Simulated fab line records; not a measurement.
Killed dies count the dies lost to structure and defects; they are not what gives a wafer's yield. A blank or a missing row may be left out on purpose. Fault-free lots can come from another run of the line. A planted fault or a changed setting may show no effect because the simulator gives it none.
fab line records | flow nandHarc | part 2 of 2: steps 29 to 40 of 40
record: lots: 5 | wafers: 15 | lastDay: 34
route steps=1302 shown P_GATE@186 P_CONTACT@217
lots that met no fault: taken from a fault-free run of the same line
startH: hours from the record's first day to the start of the lot's first wafer shown | waitH: hours since the lot's step before | " repeats the value in the row above | L1.1+2: several wafers, shown together as one row | - no value, or no start given | * or withheld: withheld | < > ~ a bound
route shown NAME@n: names a module that has steps shown in the file, with the first one's number in the route | usual: mean/standard deviation of fault-free wafers | same: alike in all rows | chamber/n: place in a boat | sites: per-site readings | _std_site: the values' standard deviation | _edge_site: outer sites' mean less inner sites' | radiusMm: how far each site lies from the wafer's centre | mask NAME#n: copy n | behind: the last tool/chamber to shape the wafer | hold: reason for holding the lot/hours on hold/outcome of the hold | device: names the non-switching transistor (n, p or np) | end of line: tests run on the same wafers once the route is complete | a step without rows: its recipe alone | killed: not the wafer's yield, but the dies lost to structure and defects at the first sort | map: the dies of a wafer, with x for killed, . for not killed, _ for no die there
set.NAME: the setting that was run; set.NAME@STEP: the one run at that earlier step | model.NAME: the simulator's own value behind a step, which no gauge read
lots seen at some steps along the route; tables by step, rows by wafer
services: a tool's chamber out of use, with start hour (startH, from the record's first day; less than 0 if before it), hours out, and reason
== steps ==
step: NHARC_P_GATE_STRIP_67
recipe: timeS: 600 | tempC: 130 | chemistry: SPM
lot.wafer  | tool        | chamber | startH | waitH
L077.3+2+4 | wetBench-04 | 7,1,2   | 149.17 | 0.1
L087.4+1+3 | wetBench-02 | 2,4,6   | 265.53 | 0.1
L088.4+6+5 | wetBench-01 | 5,7,2   | 266.30 | 0.1
L092.1+4+6 | wetBench-01 | 5,6,1   | 301.63 | 0.2
L096.1+5+2 | wetBench-04 | 1,2,3   | 332.83 | 0.2
step: NHARC_P_GATE_RTA_82
recipe: tempC: 450 | timeS: 30
usual: lampPowerPct: 4.04/0.053 | lamp_zone_5_pct: 4.05/0.053 | lamp_zone_6_pct: 4.00/0.052 | wafer_temp_C_max: 452.6/1
lot.wafer | tool         | chamber | startH | waitH | lampPowerPct | lamp_zone_5_pct | lamp_zone_6_pct | wafer_temp_C_max
L077.2    | rtpAnneal-01 | 0       | 149.44 | -     | 3.96         | 3.98            | 3.93            | 453.1
L077.3    | "            | 0       | "      | "     | 3.96         | 3.98            | 3.93            | 453.9
L077.4    | "            | 0       | "      | "     | 3.96         | 3.98            | 3.92            | 453.9
L087.1    | rtpAnneal-02 | 0       | 265.83 | -     | 4.07         | 4.09            | 4.04            | 453.0
L087.3    | "            | 0       | "      | "     | 4.07         | 4.09            | 4.05            | 452.1
L087.4    | "            | 0       | "      | "     | 4.07         | 4.09            | 4.05            | 451.5
L088.4    | rtpAnneal-02 | 0       | 266.64 | -     | 4.07         | 4.09            | 4.04            | 451.3
L088.5    | "            | 0       | "      | "     | 4.07         | 4.09            | 4.03            | 451.6
L088.6    | "            | 0       | "      | "     | 4.07         | 4.09            | 4.04            | 451.1
L092.1    | rtpAnneal-02 | 0       | 301.89 | -     | 4.08         | 4.09            | 4.04            | 451.8
L092.4    | "            | 0       | "      | "     | 4.07         | 4.09            | 4.04            | 451.4
L092.6    | "            | 0       | "      | "     | 4.07         | 4.09            | 4.04            | 451.8
L096.1    | rtpAnneal-01 | 0       | 333.10 | -     | 3.96         | 3.98            | 3.93            | 454.3
L096.2    | "            | 0       | "      | "     | 3.96         | 3.98            | 3.93            | 453.1
L096.5    | "            | 0       | "      | "     | 3.97         | 3.98            | 3.93            | 453.7
step: NHARC_P_GATE_INSPECT_68
usual: rawDefectCount: 175/58
lot.wafer | tool             | chamber | startH | waitH | rawDefectCount
L077.2    | defectInspect-02 | -       | 149.61 | 0.1   | 123
L077.3    | "                | -       | "      | "     | 275
L077.4    | "                | -       | "      | "     | 148
L087.1    | defectInspect-01 | -       | 266.03 | 0.2   | 98
L087.3    | "                | -       | "      | "     | 76
L087.4    | "                | -       | "      | "     | 163
L088.4    | defectInspect-02 | -       | 266.76 | 0.1   | 142
L088.5    | "                | -       | "      | "     | 321
L088.6    | "                | -       | "      | "     | 114
L092.1    | defectInspect-02 | -       | 302.09 | 0.2   | 162
L092.4    | "                | -       | "      | "     | 186
L092.6    | "                | -       | "      | "     | 111
L096.1    | defectInspect-01 | -       | 333.30 | 0.2   | 153
L096.2    | "                | -       | "      | "     | 404
L096.5    | "                | -       | "      | "     | 131
step: NHARC_P_CONTACT_DEP_30
recipe: targetThkA: 300 | tempC: 400 | targetThkNm: 30 | flowSccm: 200 | rfW: 450 | material: SiNx
usual: heaterPowerW: 712/75
lot.wafer | tool     | chamber | startH | waitH | heaterPowerW
L077.3    | pecvd-03 | 0       | 149.68 | 0.1   | 765
L077.2    | "        | 1       | "      | "     | 633
L077.4    | "        | 1       | "      | "     | 636
L087.3    | pecvd-02 | 0       | 266.13 | 0.1   | 694
L087.1    | "        | 1       | "      | "     | 683
L087.4    | "        | 0       | "      | "     | 681
L088.5    | pecvd-02 | 1       | 266.94 | 0.2   | 662
L088.6    | "        | 2       | "      | "     | 782
L088.4    | "        | 0       | "      | "     | 627
L092.1    | pecvd-01 | 1       | 302.23 | 0.1   | 889
L092.6    | "        | 2       | "      | "     | 810
L092.4    | "        | 0       | "      | "     | 688
L096.1    | pecvd-02 | 0       | 333.40 | 0.1   | 606
L096.2    | "        | 1       | "      | "     | 676
L096.5    | "        | 0       | "      | "     | 596
step: NHARC_P_CONTACT_DEP_00
recipe: targetThkA: 5000 | tempC: 400 | pressureTorr: 6.5 | rfW: 900 | teosFlowSccm: 161.4 | flowSccm: 2650 | targetThkNm: 500 | gas: O2 | material: SiO2
usual: heaterPowerW: 543/74 | throttleValvePct: 15.6/0.45
lot.wafer | tool     | chamber | startH | waitH | heaterPowerW | throttleValvePct
L077.3    | pecvd-03 | 0       | -      | -     | 536          | 16.1
L077.2    | "        | 1       | "      | "     | 499          | 15.7
L077.4    | "        | 1       | "      | "     | 517          | 15.7
L087.3    | pecvd-02 | 0       | -      | -     | 475          | 15.7
L087.1    | "        | 1       | "      | "     | 535          | 14.9
L087.4    | "        | 0       | "      | "     | 495          | 15.6
L088.5    | pecvd-02 | 1       | -      | -     | 555          | 15.1
L088.6    | "        | 2       | "      | "     | 646          | 15.5
L088.4    | "        | 0       | "      | "     | 544          | 15.9
L092.1    | pecvd-01 | 1       | -      | -     | 676          | 15.7
L092.6    | "        | 2       | "      | "     | 661          | 16.6
L092.4    | "        | 0       | "      | "     | 480          | 16.0
L096.1    | pecvd-02 | 0       | -      | -     | 476          | 15.9
L096.2    | "        | 1       | "      | "     | 432          | 15.1
L096.5    | "        | 0       | "      | "     | 500          | 15.5
step: NHARC_P_CONTACT_CMP_01
recipe: targetThkNm: 200 | material: SiO2
usual: motorCurrentA: 11.8/1.1
lot.wafer | tool   | chamber | startH | waitH | motorCurrentA
L077.2    | cmp-02 | 0       | 150.38 | -     | 12.5
L077.3    | "      | 1       | "      | "     | 12.4
L077.4    | "      | 2       | "      | "     | 10.3
L087.4    | cmp-03 | 1       | 266.81 | -     | 13.5
L087.3    | "      | 3       | "      | "     | 12.7
L087.1    | "      | 0       | "      | "     | 11.2
L088.4    | cmp-04 | 3       | 267.58 | -     | 11.6
L088.6    | "      | 1       | "      | "     | 10.2
L088.5    | "      | 2       | "      | "     | 13.5
L092.4    | cmp-04 | 0       | 302.89 | -     | 11.5
L092.1    | "      | 1       | "      | "     | 9.8
L092.6    | "      | 3       | "      | "     | 11.4
L096.2    | cmp-04 | 2       | 334.10 | -     | 13.8
L096.1    | "      | 3       | "      | "     | 11.6
L096.5    | "      | 2       | "      | "     | 12.6
step: NHARC_P_CONTACT_SRD_03
lot.wafer  | tool        | chamber | startH | waitH
L077.3+4+2 | wetBench-03 | 4,7,0   | 150.68 | 0.0
L087.4+1+3 | wetBench-09 | 1,3,5   | 267.11 | 0.0
L088.4+5+6 | wetBench-09 | 3,4,5   | 267.84 | 0.0
L092.4+1+6 | wetBench-03 | 0,2,3   | 303.18 | 0.1
L096.2+5+1 | wetBench-03 | 2,4,5   | 334.37 | 0.0
step: NHARC_P_CONTACT_DEHYDRATE_04
recipe: tempC: 150 | timeS: 120
usual: plateTempC: 149.96/0.15
lot.wafer | tool          | chamber | startH | waitH | plateTempC
L077.2    | lithoTrack-04 | 0       | 150.76 | 0.1   | 150.16
L077.3    | "             | 0       | "      | "     | 149.70
L077.4    | "             | 0       | "      | "     | 149.86
L087.1    | lithoTrack-01 | 0       | 267.19 | 0.1   | 149.83
L087.3    | "             | 0       | "      | "     | 149.79
L087.4    | "             | 0       | "      | "     | 149.90
L088.4    | lithoTrack-01 | 0       | 267.91 | 0.1   | 150.05
L088.5    | "             | 0       | "      | "     | 150.08
L088.6    | "             | 0       | "      | "     | 149.85
L092.1    | lithoTrack-01 | 0       | 303.27 | 0.1   | 150.30
L092.4    | "             | 0       | "      | "     | 150.22
L092.6    | "             | 0       | "      | "     | 150.24
L096.1    | lithoTrack-04 | 0       | 334.45 | 0.1   | 150.13
L096.2    | "             | 0       | "      | "     | 149.89
L096.5    | "             | 0       | "      | "     | 150.03
step: NHARC_P_CONTACT_HMDS_05
recipe: timeS: 30
lot.wafer  | tool          | chamber | startH | waitH
L077.2+3+4 | lithoTrack-04 | 0       | -      | -
L087.1+3+4 | lithoTrack-01 | 0       | -      | -
L088.4+5+6 | lithoTrack-01 | 0       | -      | -
L092.1+4+6 | lithoTrack-01 | 0       | -      | -
L096.1+2+5 | lithoTrack-04 | 0       | -      | -
step: NHARC_P_CONTACT_COAT_33
recipe: tempC: 260 | timeS: 75
usual: plateTempC: 260.01/0.18
lot.wafer | tool          | chamber | startH | waitH | plateTempC
L077.2    | lithoTrack-04 | 0       | -      | -     | 259.97
L077.3    | "             | 0       | "      | "     | 260.00
L077.4    | "             | 0       | "      | "     | 260.30
L087.1    | lithoTrack-01 | 0       | -      | -     | 260.01
L087.3    | "             | 0       | "      | "     | 260.19
L087.4    | "             | 0       | "      | "     | 259.96
L088.4    | lithoTrack-01 | 0       | -      | -     | 259.94
L088.5    | "             | 0       | "      | "     | 259.89
L088.6    | "             | 0       | "      | "     | 259.76
L092.1    | lithoTrack-01 | 0       | -      | -     | 260.23
L092.4    | "             | 0       | "      | "     | 259.80
L092.6    | "             | 0       | "      | "     | 259.95
L096.1    | lithoTrack-04 | 0       | -      | -     | 259.98
L096.2    | "             | 0       | "      | "     | 259.82
L096.5    | "             | 0       | "      | "     | 260.20
step: NHARC_P_CONTACT_COAT_34
recipe: tempC: 225 | timeS: 65
usual: plateTempC: 225.03/0.16
lot.wafer | tool          | chamber | startH | waitH | plateTempC
L077.2    | lithoTrack-04 | 0       | -      | -     | 224.95
L077.3    | "             | 0       | "      | "     | 225.06
L077.4    | "             | 0       | "      | "     | 224.83
L087.1    | lithoTrack-01 | 0       | -      | -     | 224.96
L087.3    | "             | 0       | "      | "     | 224.95
L087.4    | "             | 0       | "      | "     | 225.13
L088.4    | lithoTrack-01 | 0       | -      | -     | 225.27
L088.5    | "             | 0       | "      | "     | 224.90
L088.6    | "             | 0       | "      | "     | 225.00
L092.1    | lithoTrack-01 | 0       | -      | -     | 224.99
L092.4    | "             | 0       | "      | "     | 225.04
L092.6    | "             | 0       | "      | "     | 225.11
L096.1    | lithoTrack-04 | 0       | -      | -     | 224.86
L096.2    | "             | 0       | "      | "     | 225.09
L096.5    | "             | 0       | "      | "     | 224.91
step: NHARC_P_CONTACT_COAT_06
recipe: spinRpm: 1500 | resistThkNm: 90
lot.wafer  | tool          | chamber | startH | waitH
L077.2+3+4 | lithoTrack-04 | 0       | -      | -
L087.1+3+4 | lithoTrack-01 | 0       | -      | -
L088.4+5+6 | lithoTrack-01 | 0       | -      | -
L092.1+4+6 | lithoTrack-01 | 0       | -      | -
L096.1+2+5 | lithoTrack-04 | 0       | -      | -
== services ==
tool           | chamber | startH | hours | kind
implanter-02   | -       | 147.56 | 13.0  | pm
lithoTrack-01  | -       | 155.00 | 7.0   | pm
plasmaAsher-01 | -       | 165.17 | 9.0   | pm
pvdSputter-03  | -       | 170.00 | 10.0  | pm
wetBench-04    | -       | 171.93 | 1.3   | repair
implanter-01   | -       | 191.42 | 0.9   | repair
lithoTrack-04  | -       | 203.00 | 7.0   | pm
rieDiel-01     | -       | 204.55 | 9.0   | pm
plasmaAsher-01 | -       | 208.77 | 4.5   | repair
lithoTrack-02  | -       | 227.00 | 7.0   | pm
wetBench-04    | -       | 227.20 | 8.0   | pm
pecvd-02       | -       | 227.40 | 13.0  | pm
plasmaAsher-02 | -       | 249.83 | 9.0   | pm
lithoTrack-07  | -       | 251.00 | 7.0   | pm
implanter-02   | -       | 252.29 | 0.9   | repair
plasmaAsher-01 | -       | 254.61 | 5.7   | repair
lithoTrack-03  | -       | 275.00 | 7.0   | pm
wetBench-01    | -       | 277.60 | 8.0   | pm
pvdSputter-02  | -       | 282.00 | 10.0  | pm
implanter-02   | -       | 304.86 | 2.3   | repair
rieDiel-01     | 0       | 312.79 | 3.5   | repair
implanter-01   | -       | 327.00 | 13.0  | pm
pecvd-02       | -       | 328.18 | 1.4   | repair
lithoTrack-01  | -       | 330.00 | 7.0   | pm
